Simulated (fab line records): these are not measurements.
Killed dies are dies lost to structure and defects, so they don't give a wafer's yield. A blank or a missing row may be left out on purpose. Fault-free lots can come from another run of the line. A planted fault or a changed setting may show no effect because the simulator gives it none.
Matching of chambers | flow n5Finfet | 3 sister chambers for N5_BEOL_M4_DEP_57 on pecvd-03
The step deposits SiCN from 3MS/NH3, target thk 8 nm, time 14 s. 14 wafers are shown with their chamber, then 7 later ones without.

## WAFERS PAIRED WITH THEIR CHAMBERS
wafer  | chamber | throttleValvePct (%) | showerheadPlenumPTorr (Torr) | rfFwdPowerW (W)
L757.1 | 0       | 11.5                 | 3.657                        | 197.4
L757.4 | 1       | 9.2                  | 3.634                        | 199.3
L757.6 | 2       | 8.5                  | 3.661                        | 199.1
L758.4 | 0       | 11.2                 | 3.651                        | 197.7
L758.5 | 2       | 8.1                  | 3.654                        | 198.4
L758.6 | 1       | 9.3                  | 3.643                        | 199.6
L759.3 | 0       | 11.4                 | 3.648                        | 198.0
L759.5 | 2       | 8.4                  | 3.652                        | 198.7
L759.6 | 1       | 9.4                  | 3.633                        | 199.3
L764.2 | 2       | 8.5                  | 3.658                        | 198.8
L764.3 | 1       | 9.2                  | 3.636                        | 198.6
L764.4 | 1       | 9.6                  | 3.641                        | 199.2
L771.1 | 1       | 9.4                  | 3.634                        | 199.2
L771.3 | 2       | 8.1                  | 3.660                        | 199.6

SIGNATURES (averages over the wafers above)
reading               | chamber 0 | chamber 1 | chamber 2 | scatter within a chamber
throttleValvePct      | 11.367    | 9.350     | 8.320     | 0.173
showerheadPlenumPTorr | 3.65200   | 3.63683   | 3.65700   | 0.00414
rfFwdPowerW           | 197.700   | 199.200   | 198.920   | 0.375
Rule: a wafer lies at a distance from a chamber equal to the root of the sum of squares, over the readings, of (its reading less the chamber's mean, divided by the reading's scatter). The wafer belongs to the nearest chamber; if the next one is less than 2 further off, it can't be placed. The scatter is the square root of a quotient: the sum, over the shown wafers, of each reading's squared deviation from its chamber's mean, divided by wafers minus chambers.

## WAFERS MISSING THEIR CHAMBER
wafer  | throttleValvePct (%) | showerheadPlenumPTorr (Torr) | rfFwdPowerW (W)
L771.4 | 8.2                  | 3.654                        | 199.3
L772.3 | 9.5                  | 3.638                        | 199.1
L772.4 | 9.3                  | 3.633                        | 199.9
L772.6 | 8.0                  | 3.643                        | 199.4
L774.3 | 11.0                 | 3.652                        | 197.1
L774.5 | 11.0                 | 3.670                        | 197.2
L774.6 | 8.3                  | 3.660                        | 198.7

## EACH ONE'S CHAMBER
wafer  | from the rows above | in truth
L771.4 | 2                   | 2
L772.3 | 1                   | 1
L772.4 | 1                   | 1
L772.6 | 2                   | 2
L774.3 | 0                   | 0
L774.5 | 0                   | 0
L774.6 | 2                   | 2
Correctly placed: 7 of 7. Number that these rows cannot place: 0. Wrongly placed: 0.
